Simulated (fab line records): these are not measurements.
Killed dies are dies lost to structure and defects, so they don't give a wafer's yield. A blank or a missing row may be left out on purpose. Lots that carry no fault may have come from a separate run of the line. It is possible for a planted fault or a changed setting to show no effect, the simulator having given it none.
Matching of chambers -- flow nand_harc -- NHARC_P_BONDPAD_DESCUM_11 on rie_diel-07: 4 sister chambers
The step chemistry O2, time 3 s. 48 wafers are shown with their chamber, then 12 later ones without.

== WAFERS, EACH WITH ITS CHAMBER ==
wafer,chamber,drypump_motor_current_A (A),oes_product_au (a.u.),rf_vpp_V (V)
L075.1,3,5.55,0.995,58.5
L075.4,2,5.79,1.009,58.4
L075.5,0,5.98,0.998,59.3
L076.2,3,5.62,0.999,57.9
L076.4,0,5.96,1.006,56.6
L076.6,1,5.75,0.986,56.0
L077.1,1,5.72,0.989,59.0
L077.2,3,5.61,0.988,58.0
L077.6,0,5.93,0.999,56.3
L079.1,1,5.72,0.987,57.8
L079.2,0,5.95,1.005,57.6
L079.5,0,5.94,1.007,57.4
L078.3,0,5.94,1.006,58.4
L078.4,3,5.58,0.997,57.4
L078.6,1,5.74,0.988,57.9
L080.3,2,5.79,1.001,56.9
L080.4,1,5.76,0.975,56.4
L080.5,2,5.80,1.010,57.6
L081.4,3,5.57,0.990,59.3
L081.5,2,5.82,1.009,57.8
L081.6,1,5.76,0.994,58.0
L082.1,2,5.79,1.003,57.2
L082.2,1,5.73,0.983,58.7
L082.4,3,5.61,0.994,58.3
L083.2,2,5.79,1.003,56.3
L083.3,1,5.75,0.983,59.0
L083.5,1,5.73,0.980,57.0
L084.1,0,5.94,0.997,57.6
L084.2,2,5.80,1.007,58.9
L084.3,1,5.70,0.979,56.9
L084.4,3,5.66,0.993,59.2
L084.5,0,5.96,1.005,57.7
L084.6,3,5.61,1.004,58.2
L085.1,1,5.74,0.971,56.2
L085.2,2,5.82,1.004,57.1
L085.4,0,5.96,0.994,56.6
L088.2,2,5.81,1.010,57.5
L088.4,0,5.95,1.009,58.4
L088.5,0,5.94,1.000,57.9
L090.1,3,5.58,0.980,57.3
L090.3,2,5.82,1.006,57.8
L090.6,0,5.97,0.999,58.7
L091.2,0,5.95,1.001,57.2
L091.3,2,5.80,0.998,56.7
L091.4,3,5.61,1.005,57.3
L093.1,1,5.74,0.992,56.5
L093.3,2,5.82,0.994,56.1
L093.6,0,5.95,1.005,57.0

SIGNATURES, as means of the wafers listed above
reading,chamber 0,chamber 1,chamber 2,chamber 3,scatter within a chamber
drypump_motor_current_A,5.9514,5.7367,5.8042,5.6000,0.0193
oes_product_au,1.00221,0.98392,1.00450,0.99450,0.00594
rf_vpp_V,57.621,57.450,57.358,58.140,0.891
Rule: for each reading, subtract the chamber's mean from the wafer's reading, divide by that reading's scatter and square the result; add these up over the readings and take the root, which gives the wafer's distance from the chamber. The wafer belongs to the nearest chamber; if the next one is less than 2 further off, it can't be placed. How the scatter is found: for the shown wafers, subtract from each reading the mean of its chamber, square and add these, divide the total by (wafers less chambers), then take the root.

== WAFERS WHOSE CHAMBER IS MISSING ==
wafer,drypump_motor_current_A (A),oes_product_au (a.u.),rf_vpp_V (V)
L094.2,5.94,0.989,58.4
L094.3,5.80,0.993,56.8
L094.4,5.61,1.005,58.7
L095.1,5.81,0.998,57.0
L095.2,5.66,1.002,58.5
L095.4,5.94,1.006,57.2
L097.1,5.94,0.994,56.2
L097.4,5.75,0.996,57.9
L097.6,5.94,1.002,56.6
L096.1,5.64,0.996,58.7
L096.3,5.97,1.002,57.6
L096.5,5.76,0.996,56.3

== CHAMBER TAKEN BY EACH ==
wafer,from the rows above,in truth
L094.2,0,0
L094.3,can't be placed: 2 or 1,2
L094.4,3,3
L095.1,2,2
L095.2,can't be placed: 3 or 1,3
L095.4,0,0
L097.1,0,0
L097.4,can't be placed: 1 or 2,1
L097.6,0,0
L096.1,3,3
L096.3,0,0
L096.5,can't be placed: 1 or 2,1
Correctly placed: 8 of 12. Cannot be placed on the basis of these rows: 4; the candidates contain the true chamber in 4. Placed wrongly: 0.
